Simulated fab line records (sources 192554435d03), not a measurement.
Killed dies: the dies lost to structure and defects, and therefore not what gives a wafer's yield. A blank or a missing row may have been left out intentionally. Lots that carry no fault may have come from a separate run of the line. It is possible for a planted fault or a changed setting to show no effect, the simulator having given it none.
fab line records + flow n5_finfet
record
- lots=4
- wafers=12
- last_day=17
route steps=1938 shown FIN_SAQP@103 FIN_CUT@165 BEOL_M4@1111 PASSIVATION@1936
lots that met no fault: taken from a fault-free run of the same line
start_h: hours from the record's first day to the start of the lot's first wafer shown + wait_h: how many hours have passed since the lot's step before this one + " as in the row above + L1.1+2: one row covering several wafers at once + - no value present, or no start provided + * or withheld: withheld + < > ~ a bound
route shown NAME@n: NAME is a module with steps in the file, n the number in the route of the first one + usual: the fault-free wafers' mean and standard deviation + same: alike in all rows + chamber/n: place in a boat + sites: readings site by site + _std_site: standard deviation across them + _edge_site: mean of outer sites minus mean of inner sites + radius_mm: how far each site lies from the wafer's centre + mask NAME#n: copy n + behind: tool/chamber where the wafer was last shaped + hold: what put the lot on hold/how long, in hours/how the hold closed + device: transistor that didn't switch, given as n, p or np + end of line: at the end of the route, the tests of the same wafers + step lacking rows: just its recipe + killed: dies that structure and defects cost at the first sort, which is not the same as the wafer's yield + map: a wafer's dies, x killed, . not, _ none there
set.NAME: the setting as run; set.NAME@STEP: as run at that earlier step + model.NAME: the simulator's own value behind a step, which no gauge read
certain route steps with their lots: each step a table, each wafer a row
services: when a tool's chamber went out of use (start_h, in hours from the record's first day, below 0 if earlier), for how many hours, and the reason
## steps
# step N5_FIN_SAQP_COAT_49
# recipe
- resist=SOC
- temp_c=250
- time_s=60
- spin_rpm=1500
- resist_thk_nm=100
# step N5_FIN_SAQP_COAT_50
# recipe
- resist=SiARC
- temp_c=220
- time_s=60
- spin_rpm=1500
- resist_thk_nm=35
# step N5_FIN_SAQP_COAT_10
# recipe
- resist=CAR-ArF
- spin_rpm=1500
- resist_thk_nm=90
# step N5_FIN_SAQP_EBR_12
# recipe
- solvent=PGMEA
- ebr_width_mm=1.5
# step N5_FIN_SAQP_SOFTBAKE_11
# recipe
- temp_c=110
- time_s=60
- resist=CAR-ArF
# step N5_FIN_SAQP_EXPOSE_13
# recipe
- mask_id=FIN_CORE
- na=1.35
- source_shape=dipole
- sigma_inner=0.538
- sigma_outer=0.738
- polarization=te
- target_cd_nm=35.6
- dose_mj=63.25
# step N5_FIN_SAQP_PEB_14
# recipe
- peb_temp_c=withheld
- peb_time_s=60
- resist=CAR-ArF
# step N5_FIN_SAQP_DEVELOP_15
# recipe
- develop_time_s=30
- developer=TMAH
- resist=CAR-ArF
- dev_temp_c=23
- rinse_liquid=diw
- dry=air_spin
# step N5_FIN_SAQP_DESCUM_21
# recipe
- chemistry=O2
- time_s=7.9
- source_power_w=50
- bias_power_w=20
- pressure_mtorr=20
- rf_frequency_hz=2.712e+07
- temp_c=40
- resist=CAR-ArF
- o2_flow_sccm=225
# step N5_FIN_SAQP_ETCH_51
# recipe
- chemistry=CF4
- target=SiARC
- target_depth_a=455
- mask_material=CAR-ArF
- time_s=75.8
- ion_energy_ev=80
- pressure_mtorr=40
- source_w=545
- bias_w=36
- Ar_flow_sccm=100
- cf4_flow_sccm=100
- ends=cleared
# usual
- drypump_motor_current_A=5.6/0.42
- etch_rf_on_time_s=75.4/1.8
- oes_product_au=0.65/0.062
- rf_vpp_V=184.0/1.1
- showerhead_plenum_p_Torr=2.13/0.06
- throttle_valve_pct=15.59/0.2
| lot.wafer | tool        | chamber | start_h | wait_h | drypump_motor_current_A | etch_rf_on_time_s | oes_product_au | rf_hours_counter_h | rf_vpp_V | showerhead_plenum_p_Torr | throttle_valve_pct |
|-----------|-------------|---------|---------|--------|-------------------------|-------------------|----------------|--------------------|----------|--------------------------|--------------------|
| L339.4    | rie_diel-03 | 1       | 82.68   | 0.0    | 5.3                     | 75.4              | 0.58           | 238                | 185.5    | 2.19                     | 15.98              |
| L339.5    | "           | 1       | "       | "      | 5.3                     | 75.5              | 0.58           | -                  | 183.1    | 2.20                     | 15.99              |
| L339.6    | "           | 0       | "       | "      | 6.1                     | 74.4              | 0.73           | -                  | 183.5    | 2.09                     | 15.55              |
| L340.4    | rie_diel-03 | 3       | 89.74   | 0.0    | 5.6                     | 74.9              | 0.82           | 5                  | 182.4    | 2.11                     | 15.41              |
| L340.5    | "           | 3       | "       | "      | 5.6                     | 75.1              | 0.83           | -                  | 183.6    | 2.11                     | 15.41              |
| L340.6    | "           | 2       | "       | "      | 6.2                     | 72.7              | 0.67           | -                  | 183.2    | 2.06                     | 15.55              |
| L345.2    | rie_diel-03 | 1       | 118.62  | 0.0    | 5.3                     | 75.3              | 0.57           | 249                | 184.6    | 2.19                     | 15.99              |
| L345.5    | "           | 2       | "       | "      | 6.2                     | 73.7              | 0.66           | -                  | 182.2    | 2.05                     | 15.57              |
| L345.6    | "           | 1       | "       | "      | 5.3                     | 75.0              | 0.57           | -                  | 183.6    | 2.19                     | 16.01              |
| L351.3    | rie_diel-05 | 2       | 154.47  | 0.0    | 5.7                     | 75.4              | 0.64           | 182                | 185.1    | 2.22                     | 15.35              |
| L351.4    | "           | 1       | "       | "      | 5.2                     | 76.0              | 0.63           | 178                | 183.7    | 2.12                     | 15.64              |
| L351.6    | "           | 1       | "       | "      | 5.2                     | 76.4              | 0.63           | -                  | 184.3    | 2.12                     | 15.61              |
# step N5_FIN_SAQP_ETCH_52
# recipe
- chemistry=N2/H2
- target=SOC
- target_depth_a=1000
- overetch_a=200
- mask_material=SiARC
- temp_c=40
- time_s=150
- ion_energy_ev=200
- pressure_mtorr=30
- source_w=840
- bias_w=150
- n2_flow_sccm=200
- h2_flow_sccm=200
- ends=end_point
# step N5_FIN_SAQP_STRIP_53
# recipe
- chemistry=N2/H2
- temp_c=40
- n2_flow_sccm=200
- h2_flow_sccm=200
- rf_frequency_hz=6e+07
# step N5_FIN_SAQP_HM_OPEN_73
# recipe
- chemistry=CHF3/O2
- target=SiO2
- stop_on=a-Si
- target_depth_a=120
- over_etch_frac=1.8
- mask_material=SOC
- time_s=16.8
- pressure_mtorr=30
- source_w=650
- bias_w=170
- Ar_flow_sccm=200
- CHF3_flow_sccm=50
- O2_flow_sccm=5
- ion_energy_ev=200
- ends=end_point
# step N5_FIN_SAQP_STRIP_74
# recipe
- chemistry=CHF3/O2
- resist=SiARC
- rf_frequency_hz=6e+07
# step N5_FIN_SAQP_MANDREL_ETCH_22
# recipe
- target_depth_a=600
- chemistry=HBr/Cl2
- target=a-Si
- stop_on=SiNx
- bt_time_s=10
- over_etch_frac=0.5
- time_s=30
- pressure_mtorr=10
- icp_w=800
- bias_w=75
- HBr_flow_sccm=150
- Cl2_flow_sccm=80
- ends=end_point
# step N5_FIN_SAQP_STRIP_55
# recipe
- chemistry=N2/H2
- power_w=500
- temp_c=40
- pressure_mtorr=50
- rf_frequency_hz=6e+07
- overash_fraction=0.3
- bias_power_w=28
- h2_frac=0.5
- n2_flow_sccm=300
- h2_flow_sccm=300
# step N5_FIN_SAQP_STRIP_23
# recipe
- chemistry=SPM
- time_s=750
- temp_c=130
- h2so4_h2o2_vol_ratio=4
# step N5_FIN_SAQP_SRD_66
# recipe
- dry=ipa_marangoni
- time_s=30
- temp_c=23
- rinse_liquid=diw
# step N5_FIN_SAQP_RECESS_75
# recipe
- chemistry=HF/NH3
- target=SiO2
- target_depth_a=144
- afs_cycles=3
- temp_c=30
- sublimation_temp_c=180
- sublimation_time_s=60
# step N5_FIN_SAQP_SPACER1_ALD_24
# recipe
- material=SiO2
- target_thk_a=203
- temp_c=300
- ald_precursor_family=BDEAS
- ald_co_reactant=O2-plasma
- pulse_time_s=1
- purge_time_s=2
- co_reactant_purge_time_s=2
- ald_cycles=218
- pressure_torr=2
# step N5_FIN_SAQP_SPACER1_ETCHBACK_25
# recipe
- chemistry=CHF3/O2
- mode=anisotropic_etchback
- target=SiO2
- target_depth_a=244
- time_s=12.2
- pressure_mtorr=30
- source_w=650
- bias_w=170
- Ar_flow_sccm=200
- CHF3_flow_sccm=50
- O2_flow_sccm=5
- ion_energy_ev=200
# step N5_FIN_SAQP_MANDREL1_REMOVE_56
# recipe
- chemistry=HBr/Cl2/O2
- bt_time_s=10
- target=a-Si
- stop_on=SiNx
- endpoint=OES-SiCl
- over_etch_frac=1
- icp_w=600
- bias_w=22
- HBr_flow_sccm=150
- Cl2_flow_sccm=80
- O2_flow_sccm=5
- pressure_mtorr=10
# step N5_FIN_SAQP_ETCH_57
# recipe
- chemistry=CH3F/O2
- target=SiNx
- mask_material=SiO2
- target_depth_a=325
- time_s=46.4
- pressure_mtorr=30
- source_w=395
- bias_w=73
- Ar_flow_sccm=150
- CH3F_flow_sccm=30
- O2_flow_sccm=20
- ion_energy_ev=120
- ends=cleared
# step N5_FIN_SAQP_ETCH_65
# recipe
- chemistry=CF4
- target=SiO2
- target_depth_a=40
- ion_energy_ev=350
- time_s=4.4
- pressure_mtorr=10
- icp_w=800
- bias_w=400
- cf4_flow_sccm=80
# step N5_FIN_SAQP_MANDREL_ETCH_58
# recipe
- chemistry=HBr/Cl2
- target=a-Si
- target_depth_a=450
- bt_time_s=10
- stop_on=SiNx
- mask_material=SiO2
- over_etch_frac=0.8
- time_s=27
- pressure_mtorr=10
- icp_w=800
- bias_w=75
- HBr_flow_sccm=150
- Cl2_flow_sccm=80
- ends=end_point
# step N5_FIN_SAQP_RECESS_63
# recipe
- chemistry=HF/NH3
- target=SiO2
- target_depth_a=180
- afs_cycles=3
- temp_c=30
- sublimation_temp_c=180
- sublimation_time_s=60
# step N5_FIN_SAQP_COAT_68
# recipe
- resist=SOC
- temp_c=250
- time_s=60
- spin_rpm=1500
- resist_thk_nm=100
# step N5_FIN_SAQP_ETCH_69
# recipe
- chemistry=N2/H2
- target=SOC
- target_depth_a=1500
- stop_on=SiNx
- ion_energy_ev=100
- bias_w=61
- pressure_mtorr=30
- source_w=850
- n2_flow_sccm=200
- h2_flow_sccm=200
# step N5_FIN_SAQP_ETCH_67
# recipe
- chemistry=CH3F/O2
- target=SiNx
- target_depth_a=300
- mask_material=SOC
- pressure_mtorr=30
- source_w=395
- bias_w=73
- Ar_flow_sccm=150
- CH3F_flow_sccm=30
- O2_flow_sccm=20
- ion_energy_ev=120
# step N5_FIN_SAQP_STRIP_70
# recipe
- chemistry=N2/H2
- power_w=500
- temp_c=40
- pressure_mtorr=50
- rf_frequency_hz=6e+07
- overash_fraction=0.3
- bias_power_w=28
- h2_frac=0.5
- n2_flow_sccm=300
- h2_flow_sccm=300
# step N5_FIN_SAQP_RECESS_71
# recipe
- chemistry=HF/NH3
- target=SiO2
- target_depth_a=30
- afs_cycles=1
- temp_c=30
- sublimation_temp_c=180
- sublimation_time_s=60
# step N5_FIN_SAQP_SPACER2_ALD_28
# recipe
- material=SiO2
- target_thk_a=81
- temp_c=300
- ald_precursor_family=BDEAS
- ald_co_reactant=O2-plasma
- pulse_time_s=1
- purge_time_s=2
- co_reactant_purge_time_s=2
- pressure_torr=2
# step N5_FIN_SAQP_SPACER2_ETCHBACK_29
# recipe
- chemistry=CHF3/O2
- mode=anisotropic_etchback
- target=SiO2
- target_depth_a=122
- time_s=6.1
- pressure_mtorr=30
- source_w=650
- bias_w=170
- Ar_flow_sccm=200
- CHF3_flow_sccm=50
- O2_flow_sccm=5
- ion_energy_ev=200
# step N5_FIN_SAQP_MANDREL2_REMOVE_60
# recipe
- chemistry=HBr/Cl2/O2
- bt_time_s=10
- target=a-Si
- stop_on=SiNx
- endpoint=OES-SiCl
- over_etch_frac=1
- icp_w=600
- bias_w=22
- HBr_flow_sccm=150
- Cl2_flow_sccm=80
- O2_flow_sccm=5
- pressure_mtorr=10
# step N5_FIN_SAQP_HM_OPEN_33
# recipe
- chemistry=CH3F/O2
- target=SiNx
- mask_material=SiO2
- target_depth_a=494
- time_s=70.6
- pressure_mtorr=30
- source_w=395
- bias_w=73
- Ar_flow_sccm=150
- CH3F_flow_sccm=30
- O2_flow_sccm=20
- ion_energy_ev=120
- ends=cleared
# step N5_FIN_SAQP_ETCH_34
# recipe
- chemistry=C4F6/O2
- target=SiO2
- target_depth_a=450
- time_s=15
- ion_energy_ev=250
- pressure_mtorr=30
- source_w=345
- bias_w=185
- Ar_flow_sccm=300
- C4F6_flow_sccm=10
- O2_flow_sccm=10
- ends=cleared
# step N5_FIN_SAQP_STRIP_77
# recipe
- chemistry=N2/H2
- time_s=90
- power_w=100
- temp_c=40
- pressure_mtorr=100
- rf_frequency_hz=6e+07
- bias_power_w=3
- n2_flow_sccm=300
- h2_flow_sccm=300
# step N5_FIN_SAQP_INSPECT_40
# recipe
- inspect_instrument=brightfield
- mode=aei
# usual
- raw_defect_count=224/58
| lot.wafer | tool              | chamber | start_h | wait_h | raw_defect_count |
|-----------|-------------------|---------|---------|--------|------------------|
| L339.4    | defect_inspect-01 | -       | 87.12   | 0.0    | 216              |
| L339.5    | "                 | -       | "       | "      | 354              |
| L339.6    | "                 | -       | "       | "      | 314              |
| L340.4    | defect_inspect-02 | -       | 95.61   | 0.0    | 1533             |
| L340.5    | "                 | -       | "       | "      | 1667             |
| L340.6    | "                 | -       | "       | "      | 1598             |
| L345.2    | defect_inspect-02 | -       | 122.82  | 0.0    | 1697             |
| L345.5    | "                 | -       | "       | "      | 1833             |
| L345.6    | "                 | -       | "       | "      | 1828             |
| L351.3    | defect_inspect-01 | -       | 158.82  | 0.0    | 193              |
| L351.4    | "                 | -       | "       | "      | 192              |
| L351.6    | "                 | -       | "       | "      | 205              |
# step N5_FIN_CUT_INSPECT_10
# recipe
- mode=adi
- inspect_instrument=brightfield
# usual
- raw_defect_count=41/11
| lot.wafer | tool              | chamber | start_h | wait_h | raw_defect_count |
|-----------|-------------------|---------|---------|--------|------------------|
| L339.4    | defect_inspect-01 | -       | 87.64   | 0.0    | 41               |
| L339.5    | "                 | -       | "       | "      | 58               |
| L339.6    | "                 | -       | "       | "      | 63               |
| L340.4    | defect_inspect-01 | -       | 96.13   | 0.0    | 1450             |
| L340.5    | "                 | -       | "       | "      | 1585             |
| L340.6    | "                 | -       | "       | "      | 1449             |
| L345.2    | defect_inspect-02 | -       | 123.21  | 0.0    | 1495             |
| L345.5    | "                 | -       | "       | "      | 1527             |
| L345.6    | "                 | -       | "       | "      | 1559             |
| L351.3    | defect_inspect-01 | -       | 159.34  | 0.0    | 42               |
| L351.4    | "                 | -       | "       | "      | 52               |
| L351.6    | "                 | -       | "       | "      | 45               |
# step N5_BEOL_M4_RC_MEAS_101
# usual
- DIBL_N=35.8/1.8
- DIBL_P=35.6/2
- IOFF_N=0.148/0.028
- IOFF_P=0.20/0.034
- ION_N=672/12
- ION_P=462/8.5
- SS_N=71.2/0.65
- SS_P=73.1/0.67
- VT_N=251/3.3
- VT_P=-251/3.8
| lot.wafer | tool      | chamber | start_h | wait_h | DIBL_N[mV/V] | DIBL_P[mV/V] | IOFF_N[nA/um] | IOFF_P[nA/um] | ION_N[uA/um] | ION_P[uA/um] | SS_N[mV/dec] | SS_P[mV/dec] | VT_N[mV] | VT_P[mV] |
|-----------|-----------|---------|---------|--------|--------------|--------------|---------------|---------------|--------------|--------------|--------------|--------------|----------|----------|
| L339.4    | prober-01 | 0       | 221.97  | 0.5    | 35.9         | 36.5         | 0.144         | 0.20          | 674          | 469          | 71.4         | 73.4         | 252      | -253     |
| L339.5    | "         | 0       | "       | "      | 35.4         | 35.2         | 0.135         | 0.18          | 678          | 466          | 69.6         | 72.9         | 253      | -253     |
| L339.6    | "         | 0       | "       | "      | 35.8         | 34.9         | 0.143         | 0.18          | 665          | 454          | 70.8         | 73.1         | 253      | -253     |
| L340.4    | prober-01 | 0       | 232.01  | 0.5    | 34.7         | 35.5         | 0.142         | 0.19          | 678          | 463          | 71.1         | 72.4         | 249      | -250     |
| L340.5    | "         | 0       | "       | "      | 32.9         | 33.3         | 0.118         | 0.16          | 671          | 463          | 70.8         | 72.7         | 250      | -251     |
| L340.6    | "         | 0       | "       | "      | 35.9         | 36.8         | 0.151         | 0.20          | 670          | 461          | 70.8         | 72.7         | 249      | -252     |
| L345.2    | prober-01 | 0       | 262.67  | 0.2    | 38.2         | 38.2         | 0.196         | 0.23          | 683          | 467          | 71.8         | 73.7         | 247      | -250     |
| L345.5    | "         | 0       | "       | "      | 35.0         | 34.7         | 0.128         | 0.17          | 668          | 462          | 71.6         | 73.6         | 254      | -257     |
| L345.6    | "         | 0       | "       | "      | 34.9         | 34.4         | 0.134         | 0.18          | 679          | 459          | 70.9         | 72.8         | 254      | -252     |
| L351.3    | prober-02 | 0       | 307.18  | 0.3    | 34.2         | 33.6         | 0.128         | 0.18          | 679          | 463          | 70.3         | 72.2         | 254      | -252     |
| L351.4    | "         | 0       | "       | "      | 34.9         | 33.6         | 0.130         | 0.17          | 678          | 462          | 71.0         | 72.6         | 253      | -252     |
| L351.6    | "         | 0       | "       | "      | 36.6         | 35.9         | 0.153         | 0.21          | 687          | 471          | 71.3         | 73.1         | 250      | -248     |
# step N5_PASSIVATION_PROBE_49
# usual
- defect_limited_yield=91.3/1.5
- killed_at_M0_to_M3=34/11
- killed_at_M4_up=14/6.1
- killed_at_contacts=12/5.9
- killed_at_front_end=39/11
- killed_at_other=4/3.3
- killed_dies=102/18
- killed_on_rim=13/3.8
- killed_open=67/13
- killed_short=33/7.9
- sort_bin_5_function=5.1/1
- sort_bin_6_memory=3.3/0.7
- sort_n_pass=1077/19
- sort_yield_pct=91.3/1.6
# same
- gross_dies=1180
- killed_at_back_side=0
- sort_bin_4_leakage[%]=0
- sort_bin_8_speed[%]=0
| lot.wafer | tool      | chamber | start_h | wait_h | defect_limited_yield[%] | killed_at_M0_to_M3 | killed_at_M4_up | killed_at_contacts | killed_at_front_end | killed_at_other | killed_dies | killed_on_rim | killed_open | killed_short | sort_bin_5_function[%] | sort_bin_6_memory[%] | sort_n_pass | sort_yield_pct[%] |
|-----------|-----------|---------|---------|--------|-------------------------|--------------------|-----------------|--------------------|---------------------|-----------------|-------------|---------------|-------------|--------------|------------------------|----------------------|-------------|-------------------|
| L339.4    | prober-02 | -       | 320.20  | 0.2    | 91.5                    | 29                 | 11              | 13                 | 40                  | 7               | 100         | 14            | 56          | 39           | 5.1                    | 3.1                  | 1080        | 91.5              |
| L339.5    | prober-02 | -       | 320.25  | 0.2    | 90.9                    | 31                 | 20              | 14                 | 38                  | 4               | 107         | 16            | 71          | 35           | 5.4                    | 3.1                  | 1073        | 90.9              |
| L339.6    | prober-02 | -       | 320.30  | 0.3    | 91.6                    | 26                 | 12              | 11                 | 46                  | 4               | 99          | 12            | 60          | 31           | 5.2                    | 3.0                  | 1081        | 91.6              |
| L340.4    | prober-01 | -       | 328.22  | 0.2    | 79.7                    | 37                 | 10              | 7                  | 179                 | 7               | 240         | 13            | 43          | 31           | 11.9                   | 3.6                  | 940         | 79.7              |
| L340.5    | prober-01 | -       | 328.27  | 0.2    | 77.1                    | 39                 | 13              | 17                 | 193                 | 8               | 270         | 14            | 66          | 37           | 13.6                   | 4.0                  | 910         | 77.1              |
| L340.6    | prober-01 | -       | 328.32  | 0.3    | 88.0                    | 41                 | 9               | 11                 | 73                  | 8               | 142         | 30            | 66          | 38           | 6.9                    | 3.6                  | 1038        | 88.0              |
| L345.2    | prober-02 | -       | 376.34  | 0.1    | 83.6                    | 35                 | 16              | 15                 | 126                 | 1               | 193         | 28            | 79          | 32           | 8.6                    | 5.0                  | 987         | 83.6              |
| L345.5    | prober-02 | -       | 376.49  | 0.2    | 87.4                    | 26                 | 38              | 7                  | 73                  | 5               | 149         | 34            | 79          | 24           | 7.4                    | 3.5                  | 1031        | 87.4              |
| L345.6    | prober-02 | -       | 376.54  | 0.3    | 83.5                    | 38                 | 29              | 8                  | 116                 | 4               | 195         | 40            | 89          | 29           | 8.2                    | 5.4                  | 985         | 83.5              |
| L351.3    | prober-01 | -       | 405.57  | 0.1    | 89.5                    | 48                 | 13              | 19                 | 43                  | 1               | 124         | 16            | 90          | 34           | 5.8                    | 4.4                  | 1056        | 89.5              |
| L351.4    | prober-01 | -       | 405.62  | 0.2    | 92.2                    | 37                 | 10              | 6                  | 34                  | 5               | 92          | 9             | 58          | 32           | 4.7                    | 2.7                  | 1088        | 92.2              |
| L351.6    | prober-01 | -       | 405.72  | 0.3    | 87.7                    | 42                 | 34              | 28                 | 35                  | 6               | 145         | 18            | 96          | 48           | 8.1                    | 4.1                  | 1035        | 87.7              |
# killed by level:class
L339.4 MOL_CONTACT_COAG:geometric_particle:open=10 STI_FIN_REVEAL:geometric_particle:open=10 BEOL_M0_SAQP:geometric_particle:open=8 DUMMY_GATE:geometric_particle:short=7 BEOL_M0_SAQP:geometric_particle:short=6 DUMMY_GATE:geometric_particle:open=5 BEOL_M1:geometric_particle:open=5 BEOL_M1:geometric_particle:short=4
L339.5 MOL_CONTACT_COAG:geometric_particle:open=11 BEOL_M4:geometric_particle:open=11 DUMMY_GATE:geometric_particle:open=10 BEOL_M0_SAQP:geometric_particle:short=10 GATE_CUT:geometric_particle:short=6 GATE_CUT:geometric_particle:open=5 BEOL_M0_SAQP:geometric_particle:open=5 BEOL_M0:geometric_particle:open=5
L339.6 STI_FIN_REVEAL:geometric_particle:open=9 FIN_SAQP:geometric_particle:short=8 MOL_CONTACT_COAG:geometric_particle:open=8 GATE_CUT:geometric_particle:short=6 BEOL_M0_SAQP:geometric_particle:open=6 BEOL_M0_SAQP:geometric_particle:short=6 BEOL_M1:geometric_particle:open=6 BEOL_M4:geometric_particle:open=5
L340.4 FIN_SAQP:unspecified=165 BEOL_M0_SAQP:geometric_particle:short=8 BEOL_M0_SAQP:geometric_particle:open=7 BEOL_M1:geometric_particle:open=7 BEOL_M4:geometric_particle:open=6 MOL_CONTACT_COAG:geometric_particle:open=5 BEOL_M3:geometric_particle:open=4 BEOL_M1:geometric_particle:short=3
L340.5 FIN_SAQP:unspecified=165 MOL_CONTACT_COAG:geometric_particle:open=16 BEOL_M0_SAQP:geometric_particle:short=10 STI_FIN_REVEAL:geometric_particle:open=8 FIN_SAQP:geometric_particle:open=7 GATE_CUT:geometric_particle:short=7 BEOL_M4:geometric_particle:open=7 BEOL_M0_SAQP:geometric_particle:open=5
L340.6 FIN_SAQP:unspecified=38 BEOL_M0_SAQP:geometric_particle:short=9 GATE_CUT:geometric_particle:short=7 STI_FIN_REVEAL:geometric_particle:open=7 MOL_CONTACT_COAG:geometric_particle:open=7 BEOL_M0_SAQP:geometric_particle:open=7 BEOL_M1:geometric_particle:open=7 BEOL_M2:geometric_particle:open=6
L345.2 FIN_SAQP:unspecified=80 BEOL_M2:geometric_particle:open=16 STI_FIN_REVEAL:geometric_particle:open=14 FIN_SAQP:geometric_particle:open=10 MOL_CONTACT_COAG:geometric_particle:open=9 BEOL_M0_SAQP:geometric_particle:open=7 DUMMY_GATE:geometric_particle:open=6 MOL_CONTACT_COAG:geometric_particle:short=6
L345.5 FIN_SAQP:unspecified=40 BEOL_M4:geometric_particle:open=20 BEOL_M2:geometric_particle:open=9 FIN_SAQP:geometric_particle:open=7 STI_FIN_REVEAL:geometric_particle:open=7 DUMMY_GATE:geometric_particle:open=5 MOL_CONTACT_COAG:geometric_particle:open=5 BEOL_M3:geometric_particle:open=5
L345.6 FIN_SAQP:unspecified=74 BEOL_M4:geometric_particle:open=15 STI_FIN_REVEAL:geometric_particle:open=13 BEOL_M2:geometric_particle:open=12 MOL_CONTACT_COAG:geometric_particle:open=8 BEOL_M0_SAQP:geometric_particle:short=6 ILD0:geometric_particle:open=6 BEOL_M3:geometric_particle:open=6
L351.3 MOL_CONTACT_COAG:geometric_particle:open=16 BEOL_M0_SAQP:geometric_particle:short=10 STI_FIN_REVEAL:geometric_particle:open=10 BEOL_M0_SAQP:geometric_particle:open=10 FIN_SAQP:geometric_particle:open=9 BEOL_M1:geometric_particle:open=8 BEOL_M2:geometric_particle:open=7 GATE_CUT:geometric_particle:short=6
L351.4 BEOL_M2:geometric_particle:open=7 BEOL_M0_SAQP:geometric_particle:open=7 BEOL_M1:geometric_particle:open=7 FIN_SAQP:geometric_particle:open=6 BEOL_M3:geometric_particle:open=5 STI_FIN_REVEAL:geometric_particle:open=5 GATE_CUT:geometric_particle:short=5 BEOL_M0_SAQP:geometric_particle:short=5
L351.6 MOL_CONTACT_COAG:geometric_particle:open=23 BEOL_M4:geometric_particle:open=18 BEOL_M3:geometric_particle:open=11 BEOL_M0_SAQP:geometric_particle:short=9 BEOL_M2:geometric_particle:open=7 STI_FIN_REVEAL:geometric_particle:open=6 FIN_SAQP:geometric_particle:short=5 DUMMY_GATE:geometric_particle:open=5
# map L340.5 (x killed, . not)
_________________...x...x....________________
______________......x..........._____________
___________....x.......xxxx........__________
__________.x..........xxxxxxxxxx...._________
________..........x...xxxxxxxxxxx....._______
_______............x.xxxxxxxxxxxx.x....______
______..............xxxxxxxxxxxxxxx....x_____
_____..xxx........xxxxxxxxxxxxxxxx.x.....____
____...............xxxxxxxxxxxxxx.....x...___
___...x............xxxxxxxxxxxxxxxxxx......__
___.............x.xxxxxxxxxxxxxxx...x..x...__
__.............x...x.xxxxxxxxxxxx..x......x._
__..x.xxx.........xx.xxxxxxxxxxxx.x......x.._
_x.............x.x..x..xxxxxxxx.............x
_......x...............xxxx.xx..xx.....x.....
_...x.........x....xx.x.x....xx............x.
_...................x......x.......x......x..
_....x..........x.xx.x.x.............x.x.....
_...........x......x..x.....x................
_....................x.x..........x.....x..x.
_x...........................x...x.x......x..
__x........................................x_
__.............x............................_
___....x.........x....x.......x............__
___x.x....................x..x.....x.......__
____..xx...............xx...x.............___
_____.....x......x...............x..x.x..____
______....................x..x........x._____
_______..x......x.....x....x...x.......______
________.....x.x......x....x........x._______
__________x....................x...._________
___________..........x.x..x..x.....__________
______________....xx............_____________
_________________............________________
# map L345.6 (x killed, . not)
_________________xx......x...________________
______________.............x...._____________
___________..x...............x.xx..__________
__________.....x...x.......x.x......_________
________x..x..................x...x..._______
_______xx................x.............______
______xxxxx........x..x.....x...x.....x._____
_____xxxxxxx...x..xx.....x.............x.____
____xxxxxx..x......................x....x.___
___xxxxxxxx....x.......x.....xx.......x..x.__
___xxxxxxxx...x..........xx...............x__
__xxxxxxxxx..x.x...x..........x............._
__xxxxxxx.x......x..............x..........._
_xxxxxxx.x....x.........x.............x......
_xxxxxxx.....................x...............
_xxx.x..x.x...x................x......x......
_..x.................x.......................
_.........................x..x.....x.........
_x...x........x...................x..........
_............x...x...........................
_.x........x..x.........x.xx.................
__...x.................................xx..._
__...........x.....x.....x........x........._
___x.......x...xxx.......x..x.......x......__
___............x........x.................x__
____...................xx.....x.........x.___
_____............x...x.....x.....x......x____
______......x.....x.................x..._____
_______....x...x.......................______
________..x.....x..x.....x.....x......_______
__________..........x.....xx..x....._________
___________...x.x.x..x.............__________
______________......x.xx..x.x..._____________
_________________....x.......________________
## services
| tool        | chamber | start_h | hours | kind                          |
|-------------|---------|---------|-------|-------------------------------|
| rie_diel-03 | 3       | 60.97   | -     | clean                         |
| rie_diel-03 | 3       | 60.97   | -     | consumable_replace:focus_ring |
| rie_diel-03 | 3       | 60.97   | 14.1  | scheduled_down                |
| rie_diel-03 | 3       | 60.97   | 14.1  | vent_cycle                    |
| rie_diel-03 | 1       | 121.14  | -     | clean                         |
| rie_diel-03 | 1       | 121.14  | -     | consumable_replace:focus_ring |
| rie_diel-03 | 1       | 121.14  | 33.9  | scheduled_down                |
| rie_diel-03 | 1       | 121.14  | 33.9  | vent_cycle                    |
| rie_diel-05 | 3       | 128.67  | -     | clean                         |
| rie_diel-05 | 3       | 128.67  | -     | consumable_replace:focus_ring |
| rie_diel-05 | 3       | 128.67  | 11.6  | scheduled_down                |
| rie_diel-05 | 3       | 128.67  | 11.6  | vent_cycle                    |
## key
first_sign
- step=N5_FIN_SAQP_INSPECT_40
- reading=raw_defect_count
- direction=up
- sigmas=25
- usual=224
- struck=1693
effect
- step=N5_FIN_CUT_INSPECT_10
- reading=raw_defect_count
- direction=up
- sigmas=99+
- usual=41
- struck=1511
effect
- step=N5_PASSIVATION_PROBE_49
- reading=killed_at_front_end
- direction=up
- sigmas=8.3
- usual=39
- struck=127
more_kills_born_at
- N5_FIN_SAQP_ETCH_51@rie_diel-03=562
met_at N5_FIN_SAQP_ETCH_51
struck_wafers L340.4,L340.5,L340.6,L345.2,L345.5,L345.6
onset_between 82.68 89.74
fault
- kind=chamber_particle_source
- tool=rie_diel-03
- chamber=-
- onset_h=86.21
- steps=N5_FIN_SAQP_ETCH_51
- rate_per_visit_cm2=2.2253
- end_h=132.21
